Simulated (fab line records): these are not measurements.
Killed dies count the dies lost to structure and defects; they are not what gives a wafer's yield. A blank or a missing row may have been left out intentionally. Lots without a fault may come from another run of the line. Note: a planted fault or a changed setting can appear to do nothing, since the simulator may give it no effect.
What tool caused it? | flow nand harc | route of 1159 steps, sampled at 1 step: 12 lots, 36 wafers

WHAT THE GAUGES READ, wafer by wafer
NHARC_P_M2_OVL_MEAS_10: pitch 340 nm.
lot  | measured     | on         | overlay x nm (nm)
L076 | day 6 14:23  | overlay-02 | -0.5 -0.2 -0.4
L077 | day 6 19:11  | overlay-01 | 0.7 1.1 0.5
L079 | day 7 08:58  | overlay-01 | 1.0 0.5 0.7
L081 | day 7 18:17  | overlay-01 | 0.1 -0.4 0.8
L083 | day 8 09:23  | overlay-02 | 0.3 -0.1 -0.2
L084 | day 8 19:34  | overlay-01 | 0.0 -0.1 0.5
L087 | day 9 09:14  | overlay-01 | 1.2 0.5 1.2
L089 | day 10 07:20 | overlay-01 | -0.8 -1.1 -0.1
L090 | day 10 11:08 | overlay-02 | 0.3 0.6 0.5
L093 | day 10 16:55 | overlay-01 | 0.8 0.3 0.7
L095 | day 11 15:04 | overlay-01 | -0.5 -0.2 -0.8
L097 | day 11 20:54 | overlay-01 | 1.7 1.6 1.6

WHAT TOOL EACH LOT RAN ON (gives the tool, then ch and the chambers of the sampled wafers, and finally the start)
Record: no process step prior to these readings.

THE ANSWER, worked out from the rows above alone
Rule: the usual values come from the lots themselves. The widest of any qualifying gaps counts: lots, ordered by their means at a reading, are off when they make up no more than a third of the lots, leave a main group of 4 or more, and stand apart from it by 3 or more times the standard deviation of that group's means. A main group whose means are all the same, to the digits that the tables above print for the reading, isn't used. A lot without any number at a reading at which 4 lots or more have one is off too. All remaining lots with rows at the step are treated as sound.
No lot is off on any of the readings shown, so nothing can be concluded from this.

WHAT HAD BEEN PUT IN BY THE SIMULATOR
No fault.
